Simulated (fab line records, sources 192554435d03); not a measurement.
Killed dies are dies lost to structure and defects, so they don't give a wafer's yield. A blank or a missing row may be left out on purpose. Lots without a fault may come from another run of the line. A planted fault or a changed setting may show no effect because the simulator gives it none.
Which tool did it? | flow n5_finfet | 9 lots, 27 wafers sampled, at 5 steps of a route of 1938

WHAT THE GAUGES READ, wafer by wafer
The record holds no reading of a measuring or inspecting step that can be judged against a usual standard deviation.

WHICH TOOL RAN EACH LOT (tool, then ch and the chambers of the sampled wafers, then the start)
lot  | N5_BEOL_M9_ETCH_41                            | N5_BEOL_M10_PECVD_70            | N5_BEOL_M10_HM_DEP_02        | N5_BEOL_M10_DESCUM_16              | N5_BEOL_M10_CMP_52
L773 | rie_diel-03 ch 1,2, day 10 08:51 or earlier   | pecvd-03 ch 0,1, day 10 08:51   | pvd_sputter-01, day 10 10:34 | rie_diel-06 ch 1,3, day 10 11:09   | cmp-03 ch 0,1, day 10 16:28
L775 | rie_diel-02 ch 0,3, day 10 13:48 or earlier   | pecvd-02 ch 0,1,2, day 10 13:48 | pvd_sputter-03, day 10 15:04 | rie_diel-04 ch 1,2,3, day 10 15:46 | cmp-01 ch 0,1,3, day 10 21:46
L774 | rie_diel-03 ch 2,3, day 11 08:08 or earlier   | pecvd-03 ch 0,1,2, day 11 08:08 | pvd_sputter-01, day 11 08:38 | rie_diel-04 ch 0,1, day 11 09:25   | cmp-02 ch 0,2,3, day 11 15:36
L788 | rie_diel-02 ch 0,1,2, day 14 02:11 or earlier | pecvd-02 ch 0,2, day 14 02:11   | pvd_sputter-03, day 14 03:33 | rie_diel-06 ch 1,3, day 14 04:44   | cmp-03 ch 0,1,3, day 14 10:04
L787 | rie_diel-02 ch 0,1, day 14 11:10 or earlier   | pecvd-01 ch 0,1, day 14 11:10   | pvd_sputter-01, day 14 11:59 | rie_diel-01 ch 0,2, day 14 12:47   | cmp-01 ch 0,1,3, day 14 19:38
L792 | rie_diel-02 ch 2,3, day 15 11:52 or earlier   | pecvd-03 ch 1,2, day 15 11:52   | pvd_sputter-03, day 15 13:39 | rie_diel-06 ch 1,2, day 15 14:07   | cmp-01 ch 0,2,3, day 15 17:39
L793 | rie_diel-05 ch 0,1,3, day 15 22:31 or earlier | pecvd-02 ch 0,2, day 15 22:31   | pvd_sputter-03, day 16 02:21 | rie_diel-01 ch 0,1,2, day 16 02:49 | cmp-03 ch 0,2,3, day 16 07:12
L794 | rie_diel-03 ch 0,2,3, day 16 05:12 or earlier | pecvd-03 ch 0,2, day 16 05:12   | pvd_sputter-03, day 16 05:51 | rie_diel-06 ch 0,3, day 16 06:40   | cmp-01 ch 0,1, day 16 11:00
L795 | rie_diel-02 ch 0,2,3, day 16 08:43 or earlier | pecvd-01 ch 0,2, day 16 08:43   | pvd_sputter-03, day 16 09:16 | rie_diel-01 ch 0,1,2, day 16 09:53 | cmp-03 ch 0,1,2, day 16 13:29
- N5_BEOL_M9_ETCH_41: etches SiCN in CH3F/O2, target depth 36.6 nm, time 70.1 s.
- N5_BEOL_M10_PECVD_70: deposits SiO2 from TEOS/O2, target thk 20 nm, time 22.7 s.
- N5_BEOL_M10_HM_DEP_02: deposits TiN, target thk 20 nm.
- N5_BEOL_M10_DESCUM_16: chemistry O2, time 7.9 s.
- N5_BEOL_M10_CMP_52: polishes, stops on SiCOH lowk, t overpolish 7 s, target thk 140 nm.

WHAT THE TOOLS THEMSELVES READ (means of the sampled wafers that have a number; where no wafer has one, the mark that the record gives instead)
N5_BEOL_M9_ETCH_41.
lot  | tool        | bias_w (W) | drypump_motor_current_A (A) | oes_product_au (a.u.) | rf_fwd_power_W (W) | rf_vpp_V (V) | showerhead_plenum_p_Torr (Torr) | throttle_valve_pct (%)
L773 | rie_diel-03 | 74.93      | 5.5                         | 0.81                  | 390.7              | 297.8        | 2.01                            | 16.59
L775 | rie_diel-02 | 74.96      | 5.5                         | 0.68                  | 392.8              | 298.3        | 2.05                            | 16.40
L774 | rie_diel-03 | 75.10      | 5.6                         | 0.87                  | 390.9              | 298.7        | 2.07                            | 16.43
L788 | rie_diel-02 | 74.83      | 5.8                         | 0.86                  | 393.8              | 298.9        | 2.07                            | 16.05
L787 | rie_diel-02 | 75.03      | 5.9                         | 0.82                  | 392.1              | 298.6        | 2.02                            | 16.03
L792 | rie_diel-02 | 75.18      | 6.2                         | 0.93                  | 392.7              | 298.2        | 2.08                            | 15.94
L793 | rie_diel-05 | 75.05      | 5.9                         | 0.75                  | 391.0              | 297.0        | 2.01                            | 16.40
L794 | rie_diel-03 | 74.99      | 5.6                         | 0.80                  | 392.1              | 297.7        | 2.03                            | 16.50
L795 | rie_diel-02 | 75.07      | 5.8                         | 0.89                  | 391.6              | 297.9        | 2.08                            | 16.02

N5_BEOL_M10_PECVD_70.
lot  | tool     | heater_power_w (W) | rf_fwd_power_W (W) | showerhead_plenum_p_Torr (Torr) | showerhead_vpp_V (V) | susceptor_temp_C (C) | throttle_valve_pct (%)
L773 | pecvd-03 | 620                | 446.4              | 8.79                            | 1322                 | 400.00               | 22.1
L775 | pecvd-02 | 677                | 444.8              | 8.76                            | 1315                 | 400.12               | 22.9
L774 | pecvd-03 | 622                | 445.9              | 8.76                            | 1321                 | 410.15               | 21.6
L788 | pecvd-02 | 719                | 446.3              | 8.77                            | 1320                 | 399.55               | 21.7
L787 | pecvd-01 | 801                | 444.8              | 8.73                            | 1327                 | 399.95               | 22.2
L792 | pecvd-03 | 629                | 445.7              | 8.73                            | 1365                 | 399.97               | 21.2
L793 | pecvd-02 | 719                | 446.7              | 8.76                            | 1323                 | 399.98               | 21.8
L794 | pecvd-03 | 579                | 446.7              | 8.76                            | 1327                 | 400.02               | 21.0
L795 | pecvd-01 | 755                | 445.2              | 8.82                            | 1276                 | 400.04               | 21.8

N5_BEOL_M10_HM_DEP_02.
lot  | tool           | chamber_pressure_pa (Pa) | throttle_valve_pct (%)
L773 | pvd_sputter-01 | 0.5000                   | 29.0
L775 | pvd_sputter-03 | 0.5001                   | 29.0
L774 | pvd_sputter-01 | 0.4992                   | 29.7
L788 | pvd_sputter-03 | 0.5003                   | 30.6
L787 | pvd_sputter-01 | 0.4990                   | 29.7
L792 | pvd_sputter-03 | 0.5007                   | 28.6
L793 | pvd_sputter-03 | 0.5004                   | 30.5
L794 | pvd_sputter-03 | 0.4998                   | 28.9
L795 | pvd_sputter-03 | 0.5001                   | 29.5

N5_BEOL_M10_DESCUM_16.
lot  | tool        | drypump_motor_current_A (A) | oes_product_au (a.u.) | rf_fwd_power_W (W) | rf_vpp_V (V) | showerhead_plenum_p_Torr (Torr) | throttle_valve_pct (%)
L773 | rie_diel-06 | 5.4                         | 0.88                  | 49.21              | 243.1        | 2.11                            | 20.46
L775 | rie_diel-04 | 5.6                         | 0.81                  | 49.63              | 243.9        | 2.08                            | 20.37
L774 | rie_diel-04 | 5.9                         | 0.87                  | 49.66              | 243.6        | 2.09                            | 20.28
L788 | rie_diel-06 | 5.4                         | 0.82                  | 49.29              | 243.1        | 2.10                            | 20.50
L787 | rie_diel-01 | 5.5                         | 0.78                  | 49.40              | 242.6        | 2.09                            | 20.45
L792 | rie_diel-06 | 6.0                         | 0.78                  | 49.44              | 244.2        | 2.13                            | 20.27
L793 | rie_diel-01 | 5.4                         | 0.81                  | 49.32              | 242.9        | 2.08                            | 20.40
L794 | rie_diel-06 | 5.1                         | 0.87                  | 49.57              | 241.9        | 2.06                            | 20.33
L795 | rie_diel-01 | 5.3                         | 0.80                  | 49.23              | 243.6        | 2.08                            | 20.41

N5_BEOL_M10_CMP_52.
lot  | tool   | barrier_field_endpoint_s (s) | motor_current_A (A)
L773 | cmp-03 | 28.8                         | 5.7
L775 | cmp-01 | 28.2                         | 5.4
L774 | cmp-02 | 27.3                         | 5.8
L788 | cmp-03 | 29.6                         | 5.8
L787 | cmp-01 | 28.6                         | 5.4
L792 | cmp-01 | 28.8                         | 5.9
L793 | cmp-03 | 29.5                         | 5.7
L794 | cmp-01 | 27.8                         | 6.0
L795 | cmp-03 | 29.7                         | 5.4

THE ANSWER, worked out from the rows above alone
Rule: what is usual is taken from the lots themselves. Put in order of their means at a reading, lots are off if they are a third of the lots or fewer, leave a main group of 4 or more, and stand apart from it by a gap of 3 or more times the standard deviation of the main group's means; of several such gaps the widest counts. A main group whose means are all the same, to the digits that the tables above print for the reading, isn't used. A lot without any number at a reading at which 4 lots or more have one is off too. The other lots that the step has rows for count as sound. The gauges are gone through in route order, then the tools' own readings, and for those a lot's mean is taken as printed above. The first step at which some lot is off is used, and at that step the reading that is off furthest; a lot without a number counts as furthest.
Off: L774, at N5_BEOL_M10_PECVD_70 (susceptor_temp_C). The main group: mean 399.95 C, standard deviation 0.16.
A tool fits if, at that step or a process step before it, it ran every lot that is off, and no sound lot after the first of them. N5_BEOL_M9_ETCH_41 gives no start for some lots, so the hours and the order of its lots are those of N5_BEOL_M10_PECVD_70. None of those tried fits.

WHAT THE SIMULATOR HAD PUT IN
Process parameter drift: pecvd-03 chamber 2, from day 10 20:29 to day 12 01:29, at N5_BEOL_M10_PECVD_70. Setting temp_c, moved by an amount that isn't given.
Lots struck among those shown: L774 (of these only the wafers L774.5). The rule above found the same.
